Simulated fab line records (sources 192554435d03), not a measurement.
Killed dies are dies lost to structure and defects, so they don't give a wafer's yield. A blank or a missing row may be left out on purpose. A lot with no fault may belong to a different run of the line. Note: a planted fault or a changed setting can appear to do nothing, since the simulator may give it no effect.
fab line records    flow n5-finfet    part 1 of 2: steps 1 to 16 of 21
record: lots: 5  wafers: 15  last-day: 18
route steps=1938 shown FIN_SAQP@122
lots with no fault: from the same line, run without faults
start-h: start of the lot's first displayed wafer, in hours after the record's first day    wait-h: time in hours since the lot's previous step    " the same as in the row above    L1.1+2: a single row standing in for several wafers    - no value, or no start was given    * or withheld: withheld    < > ~ a bound
route shown NAME@n: NAME is a module with steps in the file, n the number in the route of the first one    usual: mean and standard deviation over wafers with no fault    same: alike in all rows    chamber/n: place in a boat    sites: the reading at each site    _std_site: the values' standard deviation    _edge_site: the outer-site mean with the inner-site mean subtracted    radius-mm: how far each site lies from the wafer's centre    mask NAME#n: copy n    behind: the tool/chamber that last shaped the wafer    hold: what put the lot on hold/how long, in hours/how the hold closed    device: the transistor (n, p or np) that didn't switch    end of line: at the end of the route, the tests of the same wafers    a step without rows: its recipe alone    killed: not the wafer's yield, but the dies lost to structure and defects at the first sort    map: dies across one wafer; x = killed, . = not, _ = none there
set.NAME: the setting that was run; set.NAME@STEP: the one run at that earlier step    model.NAME: the simulator's own value behind a step, which no gauge read
lots at selected steps of the route; one table per step, one row per wafer
services: the hour from which a tool's chamber was out of use, counted from the record's first day as start-h (under 0 if before that day), plus the number of hours and why
== steps ==
step: N5_FIN_SAQP_STRIP_23
recipe: chemistry: SPM  time-s: 750  temp-c: 130  h2so4-h2o2-vol-ratio: 4
lot.wafer   tool          chamber  start-h  wait-h
L078.1+3+6  wet-bench-06  7,4,1    46.86    -
L087.3+4+5  wet-bench-05  7,2,5    102.99   -
L089.1+2+6  wet-bench-01  7,5,0    112.46   -
L093.4+5+6  wet-bench-05  0,2,6    136.13   -
L097.1+2+3  wet-bench-05  5,0,4    160.21   -
step: N5_FIN_SAQP_SRD_66
recipe: dry: ipa-marangoni  time-s: 30  temp-c: 23  rinse-liquid: diw
lot.wafer   tool          chamber  start-h  wait-h
L078.1+3+6  wet-bench-06  7,4,1    47.07    0.0
L087.3+4+5  wet-bench-05  7,2,5    103.20   0.0
L089.1+2+6  wet-bench-01  7,5,0    112.67   0.0
L093.4+5+6  wet-bench-05  0,2,6    136.36   0.0
L097.1+2+3  wet-bench-05  5,0,4    160.42   0.0
step: N5_FIN_SAQP_RECESS_75
recipe: chemistry: HF/NH3  target: SiO2  target-depth-a: 144  afs-cycles: 3  temp-c: 30  sublimation-temp-c: 180  sublimation-time-s: 60
usual: drypump-motor-current-A: 5.7/0.48
same: afs-cycles: 3
lot.wafer  tool           chamber  start-h  wait-h  drypump-motor-current-A
L078.1     vapor-etch-02  0        47.12    0.0     5.7
L078.3     "              0        "        "       5.7
L078.6     "              0        "        "       5.8
L087.3     vapor-etch-01  1        103.37   0.1     5.6
L087.4     "              0        "        "       6.3
L087.5     "              0        "        "       6.3
L089.1     vapor-etch-01  0        112.72   0.0     6.3
L089.2     "              1        "        "       5.6
L089.6     "              1        "        "       5.7
L093.4     vapor-etch-02  1        136.53   0.1     5.0
L093.5     "              0        "        "       5.7
L093.6     "              1        "        "       5.0
L097.1     vapor-etch-01  1        160.47   0.0     5.6
L097.2     "              0        "        "       6.3
L097.3     "              1        "        "       5.6
step: N5_FIN_SAQP_SPACER1_ALD_24
recipe: material: SiO2  target-thk-a: 203  temp-c: 300  ald-precursor-family: BDEAS  ald-co-reactant: O2-plasma  pulse-time-s: 1  purge-time-s: 2  co-reactant-purge-time-s: 2  ald-cycles: 218  pressure-torr: 2
usual: heater-power-w: 490/41  precursor-pulse-height-rel: 1.000/0.022
same: pulse-time-s: 1
lot.wafer  tool        chamber  start-h  wait-h  heater-power-w  precursor-pulse-height-rel
L078.1     ald-sin-03  1        47.51    0.3     507             1.005
L078.3     "           2        "        "       486             1.012
L078.6     "           1        "        "       513             0.987
L087.3     ald-sin-01  3        105.23   1.7     486             1.036
L087.4     "           0        "        "       412             1.008
L087.5     "           3        "        "       489             0.999
L089.1     ald-sin-02  0        113.10   0.3     501             1.011
L089.2     "           2        "        "       400             0.980
L089.6     "           1        "        "       440             0.973
L093.4     ald-sin-03  3        136.79   0.1     491             0.996
L093.5     "           3        "        "       501             0.988
L093.6     "           2        "        "       493             1.000
L097.1     ald-sin-02  1        161.14   0.6     448             1.018
L097.2     "           2        "        "       405             1.034
L097.3     "           0        "        "       491             0.969
step: N5_FIN_SAQP_SPACER1_ETCHBACK_25
recipe: chemistry: CHF3/O2  mode: anisotropic-etchback  target: SiO2  target-depth-a: 244  time-s: 12.2  pressure-mtorr: 30  source-w: 650  bias-w: 170  Ar_flow_sccm: 200  CHF3_flow_sccm: 50  O2_flow_sccm: 5  ion-energy-ev: 200
usual: O2_flow_sccm: 5.002/0.013  drypump-motor-current-A: 5.5/0.37  oes_o_777_au: 0.77/0.087  oes-product-au: 0.78/0.086  rf-vpp-V: 524/7.2  showerhead-plenum-p-Torr: 2.40/0.087  throttle-valve-pct: 18.88/0.21
lot.wafer  tool         chamber  start-h  wait-h  O2_flow_sccm  drypump-motor-current-A  oes_o_777_au  oes-product-au  rf-hours-counter-h  rf-vpp-V  showerhead-plenum-p-Torr  throttle-valve-pct
L078.1     rie-diel-05  0        48.22    0.4     4.998         5.0                      0.86          0.88            30                  524       2.44                      18.35
L078.3     "            2        "        "       5.008         5.9                      0.77          0.76            147                 528       2.51                      18.70
L078.6     "            2        "        "       5.009         5.9                      0.77          0.76            -                   527       2.50                      18.71
L087.3     rie-diel-05  1        105.96   0.4     5.015         5.5                      0.73          0.76            162                 531       2.32                      19.02
L087.4     "            3        "        "       4.994         5.7                      0.66          0.68            245                 522       2.28                      19.16
L087.5     "            3        "        "       5.005         5.7                      0.67          0.69            -                   521       2.28                      19.15
L089.1     rie-diel-05  2        113.86   0.4     5.016         5.9                      0.75          0.73            172                 529       2.50                      18.76
L089.2     "            1        "        "       5.020         5.5                      0.73          0.75            166                 530       2.32                      19.03
L089.6     "            2        "        "       5.024         5.9                      0.75          0.73            -                   527       2.50                      18.77
L093.4     rie-diel-04  1        137.51   0.4     4.993         5.3                      0.72          0.71            204                 520       2.50                      19.13
L093.5     "            0        "        "       4.986         5.9                      0.71          0.70            -                   516       2.30                      19.01
L093.6     "            1        "        "       4.996         5.3                      0.71          0.71            -                   520       2.50                      19.14
L097.1     rie-diel-02  2        161.86   0.4     5.008         5.9                      0.74          0.71            192                 512       2.49                      19.05
L097.2     "            0        "        "       5.006         5.6                      0.72          0.71            194                 529       2.30                      18.91
L097.3     "            3        "        "       4.985         5.4                      0.89          0.91            32                  522       2.44                      18.73
step: N5_FIN_SAQP_MANDREL1_REMOVE_56
recipe: chemistry: HBr/Cl2/O2  bt-time-s: 10  target: a-Si  stop-on: SiNx  endpoint: OES-SiCl  over-etch-frac: 1  icp-w: 600  bias-w: 22  HBr_flow_sccm: 150  Cl2_flow_sccm: 80  O2_flow_sccm: 5  pressure-mtorr: 10
usual: O2_flow_sccm: 5.002/0.014  drypump-motor-current-A: 6.0/0.41  oes_o_777_au: 1.02/0.06  oes-product-au: 1.002/0.017  throttle-valve-pct: 36.9/0.33
lot.wafer  tool       chamber  start-h  wait-h  O2_flow_sccm  drypump-motor-current-A  oes_o_777_au  oes-product-au  rf-hours-counter-h  throttle-valve-pct
L078.1     rie-si-03  2        48.31    0.1     5.010         6.4                      1.10          1.008           18                  37.4
L078.3     "          0        "        "       4.996         6.5                      1.00          0.996           115                 36.4
L078.6     "          2        "        "       5.034         6.4                      1.09          1.003           -                   37.3
L087.3     rie-si-03  2        106.04   0.1     5.034         6.4                      1.10          1.004           19                  37.3
L087.4     "          1        "        "       5.011         5.6                      0.92          1.004           111                 36.8
L087.5     "          1        "        "       5.033         5.6                      0.93          1.009           -                   36.8
L089.1     rie-si-03  0        113.94   0.1     4.995         6.5                      0.98          0.990           116                 36.4
L089.2     "          1        "        "       4.978         5.6                      0.93          1.004           111                 36.8
L089.6     "          0        "        "       5.007         6.5                      1.00          0.995           -                   36.4
L093.4     rie-si-01  0        137.60   0.1     4.997         6.0                      0.99          0.998           95                  37.0
L093.5     "          0        "        "       4.998         6.0                      1.00          1.007           -                   37.0
L093.6     "          3        "        "       5.004         6.7                      1.14          1.026           -                   36.6
L097.1     rie-si-03  0        161.95   0.1     5.020         6.5                      0.99          0.976           117                 36.3
L097.2     "          3        "        "       5.009         5.7                      1.03          0.982           145                 37.4
L097.3     "          1        "        "       5.019         5.7                      0.93          1.001           112                 36.8
step: N5_FIN_SAQP_CD_MEAS_27
recipe: target-cd-nm: 20  landing-energy-ev: 1000  detector: se-inlens  polarity: line
usual: cd-nm: 20.26/0.24
lot.wafer  tool       chamber  start-h  wait-h  cd-nm
L078.1     cd-sem-01  0        48.42    0.1     20.02
L078.3     "          0        "        "       20.48
L078.6     "          0        "        "       20.04
L087.3     cd-sem-01  0        106.16   0.1     19.93
L087.4     "          0        "        "       20.48
L087.5     "          0        "        "       20.21
L089.1     cd-sem-03  0        114.05   0.1     20.25
L089.2     "          0        "        "       19.76
L089.6     "          0        "        "       20.12
L093.4     cd-sem-03  0        137.72   0.1     20.42
L093.5     "          0        "        "       20.29
L093.6     "          0        "        "       20.35
L097.1     cd-sem-03  0        162.06   0.1     20.23
L097.2     "          0        "        "       19.92
L097.3     "          0        "        "       20.08
step: N5_FIN_SAQP_ETCH_57
recipe: chemistry: CH3F/O2  target: SiNx  mask-material: SiO2  target-depth-a: 325  time-s: 46.4  pressure-mtorr: 30  source-w: 395  bias-w: 73  Ar_flow_sccm: 150  CH3F_flow_sccm: 30  O2_flow_sccm: 20  ion-energy-ev: 120  ends: cleared
usual: O2_flow_sccm: 20.01/0.061  drypump-motor-current-A: 5.5/0.36  etch-rf-on-time-s: 46.4/0.95  oes_o_777_au: 0.77/0.081  oes-product-au: 0.67/0.072  rf-vpp-V: 297/4.1  showerhead-plenum-p-Torr: 2.00/0.078  throttle-valve-pct: 16.30/0.2
lot.wafer  tool         chamber  start-h  wait-h  O2_flow_sccm  drypump-motor-current-A  etch-rf-on-time-s  oes_o_777_au  oes-product-au  rf-hours-counter-h  rf-vpp-V  showerhead-plenum-p-Torr  throttle-valve-pct
L078.1     rie-diel-02  2        48.47    0.0     19.99         5.9                      44.6               0.76          0.64            159                 291       2.08                      16.46
L078.3     "            1        "        "       19.96         5.0                      47.1               0.67          0.57            251                 294       2.06                      16.43
L078.6     "            2        "        "       19.98         5.9                      45.4               0.76          0.65            -                   291       2.08                      16.45
L087.3     rie-diel-04  1        106.24   0.1     20.09         5.3                      46.7               0.72          0.62            193                 295       2.08                      16.57
L087.4     "            2        "        "       20.00         4.8                      46.0               0.93          0.80            15                  301       1.96                      16.15
L087.5     "            3        "        "       19.92         5.6                      47.8               0.70          0.61            -                   306       1.90                      16.28
L089.1     rie-diel-02  3        114.12   0.1     20.12         5.4                      44.8               0.92          0.80            16                  296       2.04                      16.15
L089.2     "            2        "        "       20.00         5.9                      45.0               0.75          0.62            177                 291       2.08                      16.50
L089.6     "            3        "        "       19.97         5.4                      46.0               0.91          0.81            -                   296       2.04                      16.15
L093.4     rie-diel-05  1        137.75   0.0     20.11         5.5                      47.1               0.71          0.63            175                 302       1.92                      16.48
L093.5     "            2        "        "       19.99         5.9                      46.5               0.74          0.62            -                   301       2.07                      16.25
L093.6     "            3        "        "       20.08         5.7                      47.2               0.91          0.82            -                   300       2.13                      16.12
L097.1     rie-diel-05  3        162.11   0.0     19.99         5.7                      46.6               0.88          0.78            11                  299       2.13                      16.13
L097.2     "            1        "        "       19.98         5.5                      47.5               0.70          0.63            185                 300       1.92                      16.51
L097.3     "            0        "        "       19.96         5.0                      46.1               0.80          0.69            75                  298       2.01                      15.88
step: N5_FIN_SAQP_ETCH_65
recipe: chemistry: CF4  target: SiO2  target-depth-a: 40  ion-energy-ev: 350  time-s: 4.4  pressure-mtorr: 10  icp-w: 800  bias-w: 400  cf4-flow-sccm: 80
usual: drypump-motor-current-A: 6.0/0.42  oes-product-au: 1.006/0.028  throttle-valve-pct: 21.79/0.22
lot.wafer  tool       chamber  start-h  wait-h  drypump-motor-current-A  oes-product-au  rf-hours-counter-h  throttle-valve-pct
L078.1     rie-si-01  0        48.58    0.1     6.0                      0.995           93                  22.05
L078.3     "          3        "        "       6.7                      1.047           5                   21.74
L078.6     "          2        "        "       5.4                      1.001           -                   21.61
L087.3     rie-si-01  1        106.35   0.1     5.9                      0.984           119                 21.93
L087.4     "          0        "        "       6.0                      1.000           94                  22.05
L087.5     "          2        "        "       5.4                      1.006           -                   21.60
L089.1     rie-si-01  2        114.23   0.1     5.4                      1.018           182                 21.60
L089.2     "          3        "        "       6.7                      1.060           6                   21.74
L089.6     "          2        "        "       5.4                      1.015           -                   21.61
L093.4     rie-si-04  0        137.86   0.1     5.6                      0.967           173                 21.69
L093.5     "          3        "        "       6.2                      0.976           -                   21.69
L093.6     "          0        "        "       5.7                      0.961           -                   21.70
L097.1     rie-si-01  1        162.22   0.1     6.0                      0.975           120                 21.95
L097.2     "          0        "        "       6.0                      1.000           95                  22.04
L097.3     "          2        "        "       5.3                      1.000           183                 21.63
step: N5_FIN_SAQP_MANDREL_ETCH_58
recipe: chemistry: HBr/Cl2  target: a-Si  target-depth-a: 450  bt-time-s: 10  stop-on: SiNx  mask-material: SiO2  over-etch-frac: 0.8  time-s: 27  pressure-mtorr: 10  icp-w: 800  bias-w: 75  HBr_flow_sccm: 150  Cl2_flow_sccm: 80  ends: end-point
usual: drypump-motor-current-A: 6.0/0.42  oes-product-au: 0.698/0.012  throttle-valve-pct: 35.67/0.28
lot.wafer  tool       chamber  start-h  wait-h  drypump-motor-current-A  oes-product-au  rf-hours-counter-h  throttle-valve-pct
L078.1     rie-si-01  0        48.61    0.0     6.0                      0.690           93                  35.88
L078.3     "          3        "        "       6.7                      0.714           5                   35.45
L078.6     "          2        "        "       5.4                      0.710           -                   35.38
L087.3     rie-si-01  1        106.38   0.0     6.0                      0.695           119                 35.91
L087.4     "          0        "        "       6.0                      0.703           94                  35.85
L087.5     "          2        "        "       5.4                      0.713           -                   35.41
L089.1     rie-si-01  2        114.26   0.0     5.4                      0.708           182                 35.40
L089.2     "          3        "        "       6.7                      0.705           6                   35.46
L089.6     "          2        "        "       5.3                      0.719           -                   35.37
L093.4     rie-si-04  0        137.90   0.0     5.6                      0.677           173                 35.58
L093.5     "          3        "        "       6.3                      0.689           -                   35.75
L093.6     "          0        "        "       5.6                      0.680           -                   35.58
L097.1     rie-si-01  1        162.25   0.0     6.0                      0.701           120                 35.91
L097.2     "          0        "        "       6.0                      0.687           95                  35.86
L097.3     "          2        "        "       5.4                      0.700           183                 35.42
step: N5_FIN_SAQP_RECESS_63
recipe: chemistry: HF/NH3  target: SiO2  target-depth-a: 180  afs-cycles: 3  temp-c: 30  sublimation-temp-c: 180  sublimation-time-s: 60
usual: drypump-motor-current-A: 5.7/0.49
same: afs-cycles: 3
lot.wafer  tool           chamber  start-h  wait-h  drypump-motor-current-A
L078.1     vapor-etch-02  0        48.69    0.1     5.8
L078.3     "              0        "        "       5.8
L078.6     "              1        "        "       5.0
L087.3     vapor-etch-01  0        106.58   0.2     6.4
L087.4     "              1        "        "       5.6
L087.5     "              0        "        "       6.4
L089.1     vapor-etch-02  0        114.34   0.1     5.8
L089.2     "              1        "        "       5.0
L089.6     "              1        "        "       5.0
L093.4     vapor-etch-02  1        138.10   0.2     5.0
L093.5     "              0        "        "       5.7
L093.6     "              1        "        "       5.0
L097.1     vapor-etch-01  0        162.33   0.1     6.4
L097.2     "              1        "        "       5.6
L097.3     "              0        "        "       6.4
step: N5_FIN_SAQP_COAT_68
recipe: resist: SOC  temp-c: 250  time-s: 60  spin-rpm: 1500  resist-thk-nm: 100
lot.wafer   tool            chamber  start-h  wait-h
L078.1+3+6  litho-track-04  0        49.08    0.3
L087.3+4+5  litho-track-03  0        106.86   0.2
L089.1+2+6  litho-track-03  0        114.73   0.3
L093.4+5+6  litho-track-01  0        138.37   0.2
L097.1+2+3  litho-track-04  0        162.83   0.4
step: N5_FIN_SAQP_ETCH_69
recipe: chemistry: N2/H2  target: SOC  target-depth-a: 1500  stop-on: SiNx  ion-energy-ev: 100  bias-w: 61  pressure-mtorr: 30  source-w: 850  n2-flow-sccm: 200  h2-flow-sccm: 200
usual: drypump-motor-current-A: 5.5/0.38  oes-product-au: 0.77/0.088  rf-vpp-V: 240.6/1.5  showerhead-plenum-p-Torr: 2.53/0.092  throttle-valve-pct: 17.78/0.23
lot.wafer  tool         chamber  start-h  wait-h  drypump-motor-current-A  oes-product-au  rf-hours-counter-h  rf-vpp-V  showerhead-plenum-p-Torr  throttle-valve-pct
L078.1     rie-diel-04  2        49.14    -       4.8                      0.68            250                 239.9     2.49                      17.95
L078.3     "            3        "        "       5.7                      0.73            143                 239.1     2.44                      17.74
L078.6     "            0        "        "       5.8                      0.74            -                   240.4     2.44                      17.91
L087.3     rie-diel-02  0        107.12   -       5.7                      0.72            178                 238.8     2.45                      18.05
L087.4     "            2        "        "       5.9                      0.73            175                 241.2     2.65                      17.96
L087.5     "            1        "        "       5.0                      0.91            -                   242.5     2.60                      17.41
L089.1     rie-diel-02  2        114.80   -       5.9                      0.73            177                 244.1     2.65                      17.97
L089.2     "            3        "        "       5.4                      0.92            16                  241.1     2.58                      17.54
L089.6     "            2        "        "       5.9                      0.72            -                   239.7     2.65                      17.98
L093.4     rie-diel-05  3        138.44   -       5.7                      0.94            3                   242.3     2.72                      17.64
L093.5     "            2        "        "       5.9                      0.71            -                   239.7     2.64                      17.81
L093.6     "            1        "        "       5.6                      0.73            -                   239.8     2.43                      17.97
L097.1     rie-diel-04  1        162.90   -       5.3                      0.70            213                 242.4     2.61                      17.96
L097.2     "            3        "        "       5.6                      0.70            187                 240.2     2.42                      17.82
L097.3     "            2        "        "       4.8                      0.88            35                  240.2     2.47                      17.56
step: N5_FIN_SAQP_ETCH_67
recipe: chemistry: CH3F/O2  target: SiNx  target-depth-a: 300  mask-material: SOC  pressure-mtorr: 30  source-w: 395  bias-w: 73  Ar_flow_sccm: 150  CH3F_flow_sccm: 30  O2_flow_sccm: 20  ion-energy-ev: 120
usual: O2_flow_sccm: 20.01/0.059  drypump-motor-current-A: 5.4/0.38  oes_o_777_au: 0.77/0.088  oes-product-au: 0.78/0.09  rf-vpp-V: 297/4.2  showerhead-plenum-p-Torr: 1.99/0.074  throttle-valve-pct: 16.32/0.23
lot.wafer  tool         chamber  start-h  wait-h  O2_flow_sccm  drypump-motor-current-A  oes_o_777_au  oes-product-au  rf-hours-counter-h  rf-vpp-V  showerhead-plenum-p-Torr  throttle-valve-pct
L078.1     rie-diel-04  2        49.20    0.0     20.04         4.8                      0.70          0.68            250                 301       1.97                      16.63
L078.3     "            3        "        "       20.11         5.6                      0.71          0.74            143                 304       1.91                      16.26
L078.6     "            0        "        "       20.12         5.9                      0.74          0.74            -                   295       1.92                      16.45
L087.3     rie-diel-02  0        107.18   0.0     19.95         5.6                      0.72          0.72            178                 300       1.92                      16.41
L087.4     "            2        "        "       20.02         5.9                      0.75          0.73            175                 291       2.08                      16.51
L087.5     "            1        "        "       19.92         5.0                      0.91          0.92            -                   294       2.06                      16.05
L089.1     rie-diel-02  2        114.86   0.0     20.08         5.9                      0.75          0.73            177                 290       2.08                      16.52
L089.2     "            3        "        "       19.98         5.4                      0.92          0.94            16                  296       2.04                      16.18
L089.6     "            2        "        "       20.01         5.9                      0.75          0.73            -                   290       2.08                      16.53
L093.4     rie-diel-05  3        138.50   0.0     20.04         5.7                      0.90          0.95            3                   299       2.13                      16.14
L093.5     "            2        "        "       20.02         5.9                      0.74          0.73            -                   299       2.07                      16.27
L093.6     "            1        "        "       20.01         5.5                      0.70          0.75            -                   301       1.92                      16.51
L097.1     rie-diel-04  1        162.96   0.0     20.02         5.3                      0.71          0.71            213                 294       2.07                      16.63
L097.2     "            3        "        "       20.05         5.6                      0.68          0.70            187                 303       1.89                      16.31
L097.3     "            2        "        "       19.93         4.8                      0.89          0.89            35                  300       1.95                      16.20
step: N5_FIN_SAQP_STRIP_70
recipe: chemistry: N2/H2  power-w: 500  temp-c: 40  pressure-mtorr: 50  rf-frequency-hz: 6e+07  overash-fraction: 0.3  bias-power-w: 28  h2-frac: 0.5  n2-flow-sccm: 300  h2-flow-sccm: 300
usual: drypump-motor-current-A: 5.5/0.38  oes-product-au: 0.79/0.091  rf-vpp-V: 121.7/0.95  showerhead-plenum-p-Torr: 3.35/0.12  throttle-valve-pct: 18.9/0.35
lot.wafer  tool         chamber  start-h  wait-h  drypump-motor-current-A  oes-product-au  rf-hours-counter-h  rf-vpp-V  showerhead-plenum-p-Torr  throttle-valve-pct
L078.1     rie-diel-04  2        49.24    0.0     4.8                      0.69            250                 122.1     3.29                      18.8
L078.3     "            3        "        "       5.7                      0.75            143                 120.6     3.23                      18.8
L078.6     "            0        "        "       5.8                      0.74            -                   121.6     3.23                      19.0
L087.3     rie-diel-02  0        107.22   0.0     5.7                      0.72            178                 121.1     3.24                      19.7
L087.4     "            2        "        "       5.9                      0.73            175                 121.8     3.50                      19.0
L087.5     "            1        "        "       5.0                      0.92            -                   122.5     3.43                      18.4
L089.1     rie-diel-02  2        114.90   0.0     5.9                      0.73            177                 122.5     3.50                      19.0
L089.2     "            3        "        "       5.4                      0.95            16                  122.0     3.41                      18.6
L089.6     "            2        "        "       5.9                      0.72            -                   124.6     3.50                      19.0
L093.4     rie-diel-05  3        138.54   0.0     5.8                      0.96            3                   122.4     3.58                      18.7
L093.5     "            2        "        "       5.9                      0.71            -                   122.1     3.49                      19.1
L093.6     "            1        "        "       5.5                      0.74            -                   121.4     3.22                      19.1
L097.1     rie-diel-04  1        163.00   0.0     5.3                      0.72            213                 121.9     3.44                      19.1
L097.2     "            3        "        "       5.6                      0.71            187                 121.6     3.21                      18.8
L097.3     "            2        "        "       4.8                      0.89            35                  122.7     3.27                      18.5
step: N5_FIN_SAQP_RECESS_71
recipe: chemistry: HF/NH3  target: SiO2  target-depth-a: 30  afs-cycles: 1  temp-c: 30  sublimation-temp-c: 180  sublimation-time-s: 60
usual: drypump-motor-current-A: 5.6/0.47
same: afs-cycles: 1
lot.wafer  tool           chamber  start-h  wait-h  drypump-motor-current-A
L078.1     vapor-etch-02  0        49.30    0.0     5.7
L078.3     "              0        "        "       5.7
L078.6     "              1        "        "       5.0
L087.3     vapor-etch-02  0        107.32   0.1     5.7
L087.4     "              1        "        "       5.0
L087.5     "              1        "        "       5.0
L089.1     vapor-etch-01  0        114.96   0.0     6.4
L089.2     "              1        "        "       5.7
L089.6     "              0        "        "       6.3
L093.4     vapor-etch-01  1        138.64   0.1     5.7
L093.5     "              0        "        "       6.4
L093.6     "              1        "        "       5.7
L097.1     vapor-etch-02  0        163.06   0.0     5.7
L097.2     "              1        "        "       5.0
L097.3     "              1        "        "       5.0
